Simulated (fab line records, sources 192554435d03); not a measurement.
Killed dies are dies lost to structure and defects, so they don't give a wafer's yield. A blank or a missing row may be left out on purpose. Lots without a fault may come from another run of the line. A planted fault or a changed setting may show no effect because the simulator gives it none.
fab line records | flow n5_finfet
record lots=4 wafers=12 last_day=18
route steps=1938 shown BEOL_M2@848 BEOL_M4@1111
lots that met no fault: from a run of the same line without faults
start_h: hours from the record's first day to the start of the lot's first wafer shown | wait_h: hours since the lot's step before | " the same as in the row above | L1.1+2: a row that stands for several wafers | - no value, or no start given | * or withheld: withheld | < > ~ a bound
route shown NAME@n: a module of which the file shows steps, and the number in the route of the first | usual: mean/standard deviation of fault-free wafers | same: alike in all rows | chamber/n: place in a boat | sites: the reading at each site | _std_site: their standard deviation | _edge_site: outer sites' mean less inner sites' | radius_mm: how far each site lies from the wafer's centre | mask NAME#n: copy n | behind: the tool/chamber that last shaped the wafer | hold: why the lot was held/for how many hours/how that ended | device: the transistor (n, p or np) that didn't switch | end of line: the same wafers' tests at the end of the route | a step without rows: its recipe alone | killed: dies lost to structure and defects at the first sort, not the wafer's yield | map: a wafer's dies, x killed, . not, _ none there
set.NAME: the setting as run; set.NAME@STEP: as run at that earlier step | model.NAME: the simulator's own value behind a step, which no gauge read
lots at some steps of the route; a table a step, a row a wafer
services: from which hour (start_h, from the record's first day; less than 0 if before it) a tool's chamber was out of use, for how many hours, and why
## steps
# step N5_BEOL_M2_COAT_05
# recipe resist=CAR-EUV spin_rpm=1500 resist_thk_nm=30
# step N5_BEOL_M2_EBR_07
# recipe solvent=PGMEA ebr_width_mm=1.5
# step N5_BEOL_M2_SOFTBAKE_06
# recipe temp_c=110 time_s=60 resist=CAR-EUV
# step N5_BEOL_M2_EXPOSE_08
# recipe mask_id=M2 na=0.33 source_shape=dipole sigma_inner=0.369 sigma_outer=0.767 polarization=unpolarized dose_mj=41.25
# step N5_BEOL_M2_PEB_09
# recipe peb_temp_c=100 peb_time_s=60 resist=CAR-EUV
# step N5_BEOL_M2_DEVELOP_10
# recipe develop_time_s=30 developer=TMAH resist=CAR-EUV rinse_liquid=surfactant_rinse dry=air_spin dev_temp_c=23
# step N5_BEOL_M2_DESCUM_16
# recipe chemistry=O2 time_s=7 source_power_w=50 bias_power_w=20 pressure_mtorr=20 rf_frequency_hz=2.712e+07 temp_c=40 resist=CAR-EUV o2_flow_sccm=225
# step N5_BEOL_M2_ETCH_74
# recipe chemistry=N2/H2 target=underlayer target_depth_a=65 mask_material=CAR-EUV time_s=5.2 ion_energy_ev=200 pressure_mtorr=30 source_w=840 bias_w=150 n2_flow_sccm=200 h2_flow_sccm=200 ends=cleared
# step N5_BEOL_M2_ETCH_63
# recipe chemistry=CF4 target=SiARC target_depth_a=156 mask_material=CAR-EUV time_s=26 ion_energy_ev=80 pressure_mtorr=40 source_w=545 bias_w=36 Ar_flow_sccm=100 cf4_flow_sccm=100 ends=cleared
# step N5_BEOL_M2_ETCH_64
# recipe chemistry=N2/H2 target=SOC target_depth_a=750 overetch_a=225 mask_material=SiARC temp_c=40 time_s=121.9 ion_energy_ev=200 pressure_mtorr=30 source_w=840 bias_w=150 n2_flow_sccm=200 h2_flow_sccm=200
# usual drypump_motor_current_A=5.8/0.35 oes_product_au=0.63/0.059 rf_fwd_power_W=836.2/2.6 rf_vpp_V=525.0/2.2 showerhead_plenum_p_Torr=2.58/0.067 throttle_valve_pct=17.76/0.24
# same time_s=121.9
# columns lot.wafer tool chamber start_h wait_h drypump_motor_current_A oes_product_au rf_fwd_power_W rf_hours_counter_h rf_vpp_V showerhead_plenum_p_Torr throttle_valve_pct model.SiARC_of_BEOL_M2_COAT_62.thk_nm model.BEOL_M2.cd_offset_nm
L616.1 rie_diel-02 1 178.50 0.0 5.5 0.55 840.1 207 525.2 2.60 17.94 6.4 -0.2
L616.5 " 0 " " 6.0 0.64 837.2 - 524.6 2.58 17.59 6.2 0.2
L616.6 " 1 " " 5.5 0.55 839.3 - 526.3 2.60 17.95 6.4 0
L621.1 rie_diel-02 1 221.96 0.0 5.5 0.54 633.1 223 576.5 2.59 17.98 7.2 -0.8
L621.4 " 1 " " 5.5 0.54 633.4 - 576.7 2.59 17.97 7.2 -0.6
L621.5 " 2 " " 6.2 0.65 635.7 - 574.8 2.57 17.37 6.8 -0.8
L625.2 rie_diel-02 0 226.83 0.0 6.0 0.63 635.1 76 575.4 2.57 17.62 7.2 -0.4
L625.3 " 3 " " 5.5 0.65 634.1 37 573.9 2.60 17.51 7.2 -0.2
L625.6 " 3 " " 5.5 0.66 632.7 - 575.5 2.60 17.50 7.2 -0.6
L631.1 rie_diel-01 3 267.30 0.0 5.3 0.63 834.4 59 527.0 2.67 17.87 6.2 -0.2
L631.2 " 1 " " 6.1 0.68 829.1 29 520.8 2.49 17.69 6.4 0
L631.6 " 0 " " 6.0 0.62 837.3 - 529.1 2.69 17.80 6.4 0.4
# step N5_BEOL_M2_STRIP_65
# recipe chemistry=N2/H2 temp_c=40 n2_flow_sccm=200 h2_flow_sccm=200 rf_frequency_hz=6e+07
# step N5_BEOL_M2_STRIP_75
# recipe chemistry=N2/H2 temp_c=40 n2_flow_sccm=200 h2_flow_sccm=200 rf_frequency_hz=6e+07
# step N5_BEOL_M2_STRIP_66
# recipe chemistry=CF4 resist=SiARC power_w=300 bias_power_w=75 pressure_mtorr=50 cf4_flow_sccm=150 rf_frequency_hz=6e+07
# step N5_BEOL_M2_HM_OPEN_17
# recipe chemistry=Cl2/BCl3 target_depth_a=200 overetch_a=60 target=TiN mask_material=SOC ion_energy_ev=150 pressure_mtorr=10 icp_w=1000 bias_w=126 Cl2_flow_sccm=53.25 bcl3_flow_sccm=21.75 Ar_flow_sccm=25
# usual bcl3_flow_sccm=21.74/0.066 drypump_motor_current_A=5.76/0.22 oes_product_au=0.67/0.049 throttle_valve_pct=22.08/0.24
# columns lot.wafer tool chamber start_h wait_h bcl3_flow_sccm drypump_motor_current_A oes_product_au rf_hours_counter_h throttle_valve_pct model.BEOL_M2.cd_offset_nm
L616.1 rie_metal-01 1 178.68 0.0 21.70 5.84 0.67 38 22.48 0
L616.5 " 0 " " 21.71 5.85 0.67 - 21.79 0.2
L616.6 " 1 " " 21.61 5.79 0.67 - 22.48 0.2
L621.1 rie_metal-01 0 222.13 0.0 21.84 5.79 0.66 46 21.81 -0.6
L621.4 " 0 " " 21.74 5.86 0.66 - 21.81 -0.2
L621.5 " 1 " " 21.65 5.84 0.65 - 22.49 -0.6
L625.2 rie_metal-03 1 227.00 0.0 21.68 6.02 0.76 6 22.45 -0.4
L625.3 " 1 " " 21.79 6.04 0.77 - 22.43 -0.4
L625.6 " 0 " " 21.74 6.02 0.62 - 21.89 -0.8
L631.1 rie_metal-01 1 267.47 0.0 21.77 5.81 0.65 46 22.49 -0.2
L631.2 " 0 " " 21.68 5.85 0.65 49 21.80 0
L631.6 " 0 " " 21.74 5.82 0.65 - 21.80 0.4
# step N5_BEOL_M2_STRIP_19
# recipe chemistry=O2 power_w=400 temp_c=40 pressure_mtorr=30 rf_frequency_hz=6e+07 bias_power_w=0 overash_fraction=0.2 o2_flow_sccm=225
# step N5_BEOL_M4_RC_MEAS_101
# usual DIBL_N=36.9/1.7 DIBL_P=37.3/2.3 IOFF_N=0.16/0.033 IOFF_P=0.22/0.04 ION_N=673/12 ION_P=463/8 SS_N=71.6/0.58 SS_P=73.4/0.74 VT_N=250/3.2 VT_P=-250/3.4
# columns lot.wafer tool chamber start_h wait_h DIBL_N[mV/V] DIBL_P[mV/V] IOFF_N[nA/um] IOFF_P[nA/um] ION_N[uA/um] ION_P[uA/um] SS_N[mV/dec] SS_P[mV/dec] VT_N[mV] VT_P[mV]
L616.1 prober-01 0 218.19 0.0 37.3 37.4 0.16 0.23 674 470 71.6 73.7 250 -249
L616.5 " 0 " " 38.1 37.7 0.16 0.22 680 471 71.7 74.2 250 -248
L616.6 " 0 " " 36.9 36.4 0.15 0.22 655 463 71.4 73.1 251 -248
L621.1 prober-01 0 256.26 0.0 38.4 38.4 0.19 0.28 691 477 72.0 74.0 249 -243
L621.4 " 0 " " 37.3 37.0 0.17 0.27 687 475 71.6 72.9 249 -244
L621.5 " 0 " " 37.9 37.8 0.17 0.29 674 468 71.4 73.8 250 -242
L625.2 prober-02 0 267.31 0.2 34.5 35.0 0.13 0.19 674 469 71.5 73.1 253 -251
L625.3 " 0 " " 36.7 37.1 0.17 0.23 669 458 72.0 73.7 248 -250
L625.6 " 0 " " 34.3 34.2 0.13 0.19 662 455 71.2 73.2 251 -252
L631.1 prober-02 0 307.44 0.0 37.5 38.2 0.14 0.21 665 464 71.6 74.4 253 -250
L631.2 " 0 " " 38.8 40.8 0.19 0.26 682 473 71.6 74.9 248 -251
L631.6 " 0 " " 36.7 37.2 0.14 0.20 672 461 71.2 73.6 255 -253
## services
# columns tool chamber start_h hours kind
rie_diel-02 2 171.75 5.4 repair
rie_diel-01 1 172.90 - clean
rie_diel-01 1 172.90 - consumable_replace:focus_ring
rie_diel-01 1 172.90 20.6 scheduled_down
rie_diel-01 1 172.90 20.6 vent_cycle
rie_metal-03 - 185.18 1.4 pm
rie_diel-01 - 189.34 0.3 repair
rie_metal-03 - 211.04 2.8 pm
rie_diel-01 2 218.92 9.9 repair
rie_diel-02 0 219.88 3.8 repair
rie_diel-01 2 254.45 7.3 repair
rie_diel-01 2 261.77 - clean
rie_diel-01 2 261.77 - consumable_replace:focus_ring
rie_diel-01 2 261.77 11.2 scheduled_down
rie_diel-01 2 261.77 11.2 vent_cycle
## key
first_sign step=N5_BEOL_M2_ETCH_64 reading=rf_fwd_power_W direction=down sigmas=77 usual=* struck=*
effect step=N5_BEOL_M2_ETCH_64 reading=rf_vpp_V direction=up sigmas=23 usual=525.0 struck=575.4
model_effect step=N5_BEOL_M2_ETCH_64 value=SiARC_of_BEOL_M2_COAT_62.thk_nm without=6.333 struck=7.133
model_effect step=N5_BEOL_M2_HM_OPEN_17 value=BEOL_M2.cd_offset_nm without=0.03333 struck=-0.5
met_at N5_BEOL_M2_ETCH_64
struck_wafers L621.1,L621.4,L621.5,L625.2,L625.3,L625.6
onset_between 178.50 221.96
fault kind=process_parameter_drift tool=rie_diel-02 chamber=- onset_h=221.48 steps=N5_BEOL_M2_ETCH_64 channel=source_w offset=-201.6 shape=step end_h=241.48 acts_in=these_recipes_only stated=840
